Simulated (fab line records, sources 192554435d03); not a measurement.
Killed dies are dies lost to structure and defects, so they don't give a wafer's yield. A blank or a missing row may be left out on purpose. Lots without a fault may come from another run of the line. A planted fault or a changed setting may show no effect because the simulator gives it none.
A struck lot beside a sound one | flow n5_finfet | 38 steps out of a route of 1938
Sound: wafers L726.1, L726.4, L726.5. Struck: wafers L733.1, L733.2, L733.3. The cause comes at the end.
At each step with rows: each side's tool, then ch and its chambers, then its first start. Under that, the readings that differ: sound wafers | struck wafers | difference of the means | sigmas: that difference in standard deviations of wafers without a fault.
alike: readings whose means differ by less than 2 such deviations, and words and numbers that are the same on both sides. not compared: withheld readings, readings that some wafer has no value for, bounds like >300 that may hide the same value, and numbers for which the record gives no deviation and whose values overlap.
The two part at a step that has a row with sigmas, a row that says differs or no value, or rows on one side only. Numbers that don't overlap but have no deviation are shown without sigmas and don't part them. A reading that every wafer of one side lacks parts them only if that side has two wafers or more.

first, 9 steps without rows for these wafers: N5_BEOL_M4_ANNEAL_95 (time 240 s); N5_BEOL_M4_SPUTTER_96 (material Cu, target thk 4.5 nm, time 8.29 s); N5_BEOL_M4_ECD_50 (material Cu, target thk 300 nm); N5_BEOL_M4_ANNEAL_51 (time 90 s); N5_BEOL_M4_CMP_52 (polishes, stops on SiOC, t overpolish 6.8 s, target thk 40 nm); N5_BEOL_M4_PRE_CLEAN_60 (time 15 s); N5_BEOL_M4_CO_CAP_55 (material Co, precursor CCTBA/H2, target thk 2 nm, time 102.1 s); N5_BEOL_M4_PRE_CLEAN_56 (time 15 s); N5_BEOL_M4_DEP_57 (deposits SiCN from 3MS/NH3, target thk 8 nm, time 14 s).
N5_BEOL_M4_RC_MEAS_101:
  sound on prober-01 ch 0, day 9 07:19; struck on prober-01 ch 0, day 11 01:53
  alike: DIBL_N, DIBL_P, IOFF_N, IOFF_P, ION_N, ION_P, SS_N, SS_P, VT_N, VT_P
then, 24 steps without rows for these wafers: N5_BEOL_M5_ILD_DEP_00 (deposits SiCOH lowk from DEMS/porogen, target thk 140.64 nm, time 25.9 s); N5_BEOL_M5_CURE_79 (cures SiCOH lowk, time 240 s); N5_BEOL_M5_PECVD_70 (deposits SiO2 from TEOS/O2, target thk 16 nm, time 18 s); N5_BEOL_M5_HM_DEP_02 (deposits TiN, target thk 20 nm); N5_BEOL_M5_COAT_59 (time 60 s, resist thk 60 nm); N5_BEOL_M5_COAT_60 (time 60 s, resist thk 12 nm); N5_BEOL_M5_COAT_71 (time 60 s, resist thk 5 nm); N5_BEOL_M5_COAT_05 (resist thk 30 nm); N5_BEOL_M5_EBR_07; N5_BEOL_M5_SOFTBAKE_06 (time 60 s); N5_BEOL_M5_EXPOSE_08 (exposes mask M5, target cd 28 nm); N5_BEOL_M5_PEB_09 (peb time 60 s); N5_BEOL_M5_DEVELOP_10 (develop time 30 s); N5_BEOL_M5_DESCUM_16 (chemistry O2, time 7 s); N5_BEOL_M5_ETCH_72 (etches underlayer in N2/H2, target depth 6.5 nm, time 5.2 s); N5_BEOL_M5_ETCH_61 (etches SiARC in CF4, target depth 15.6 nm, time 26 s); N5_BEOL_M5_ETCH_62 (etches SOC in N2/H2, target depth 75 nm, overetch 15 nm, time 112.5 s); N5_BEOL_M5_STRIP_63 (strips in N2/H2); N5_BEOL_M5_STRIP_73 (strips in N2/H2); N5_BEOL_M5_STRIP_64 (strips in CF4); N5_BEOL_M5_HM_OPEN_17 (chemistry Cl2/BCl3, target TiN, target depth 20 nm, overetch 6 nm); N5_BEOL_M5_STRIP_19 (strips in O2); N5_BEOL_M5_COAT_65 (time 60 s, resist thk 60 nm); N5_BEOL_M5_COAT_66 (time 60 s, resist thk 12 nm).
N5_BEOL_M6_ILD_DEP_00: deposits SiCOH lowk from DEMS/porogen, target thk 179.75 nm, time 33.4 s.
  sound on pecvd-02 ch 0,2, day 9 20:52; struck on pecvd-02 ch 0,1,2, day 11 14:08
  reading                                            | sound             | struck            | difference | sigmas
  model.SiCOH_lowk_of_BEOL_M6_ILD_DEP_00.thk_nm (nm) | 180.4 181.4 184.2 | 296.2 299.4 295.8 | +115.1     |
  alike: heater_power_w, showerhead_plenum_p_Torr, susceptor_temp_C, throttle_valve_pct
N5_BEOL_M6_THK_MEAS_01:
  sound on film_metro-02, day 9 21:26; struck on film_metro-02, day 11 14:43
  reading         | sound             | struck            | difference | sigmas
  M6_ILD_THK (nm) | 155.7 156.4 158.9 | 257.0 259.7 256.7 | +100.8     | +42
N5_BEOL_M6_CMP_52: polishes, stops on SiCOH lowk, t overpolish 6.9 s, target thk 80 nm.
  sound on cmp-01 ch 2,3, day 10 02:16; struck on cmp-02 ch 0,2,3, day 11 22:30
  reading                                            | sound             | struck            | difference | sigmas
  model.SiCOH_lowk_of_BEOL_M6_ILD_DEP_00.thk_nm (nm) | 152.4 153.4 155.8 | 254.2 256.8 253.8 | +101.1     |
  alike: motor_current_A
-- the record jumps here: 4 days lie between the struck wafers' starts before and after (it left off in module BEOL_M6 and takes up again in module PASSIVATION, whose first step shown is number 1936 of the route) --
N5_PASSIVATION_PROBE_49:
  sound on prober-01, day 13 14:48; struck on prober-02, day 15 14:47
  reading                  | sound          | struck         | difference | sigmas
  defect_limited_yield (%) | 92.4 93.4 91.4 | 0 0 0          | -92        | -62
  killed_at_M0_to_M3       | 24 18 31       | 46 50 47       | +23        | +3
  killed_at_M4_up          | 21 11 13       | 1071 1074 1057 | +1052      | +99 or more
  killed_dies              | 90 78 102      | 1180 1180 1180 | +1090      | +61
  killed_on_rim            | 11 13 15       | 152 152 152    | +139       | +32
  killed_open              | 59 55 59       | 80 86 91       | +28        | +2
  sort_bin_5_function (%)  | 4.6 3.9 6.3    | 95.6 96.0 95.1 | +90.6      | +92
  sort_bin_6_memory (%)    | 2.8 2.4 2.1    | 4.0 3.7 4.3    | +1.6       | +2
  sort_n_pass              | 1090 1102 1078 | 0 0 0          | -1090      | -61
  sort_yield_pct (%)       | 92.4 93.4 91.4 | 0 0 0          | -92        | -62
  alike: killed_at_contacts, killed_at_front_end, killed_at_other, killed_short

WHERE THEY PART
First at N5_BEOL_M6_THK_MEAS_01; last, within this record, at N5_PASSIVATION_PROBE_49.

WHY: what the simulator had put in
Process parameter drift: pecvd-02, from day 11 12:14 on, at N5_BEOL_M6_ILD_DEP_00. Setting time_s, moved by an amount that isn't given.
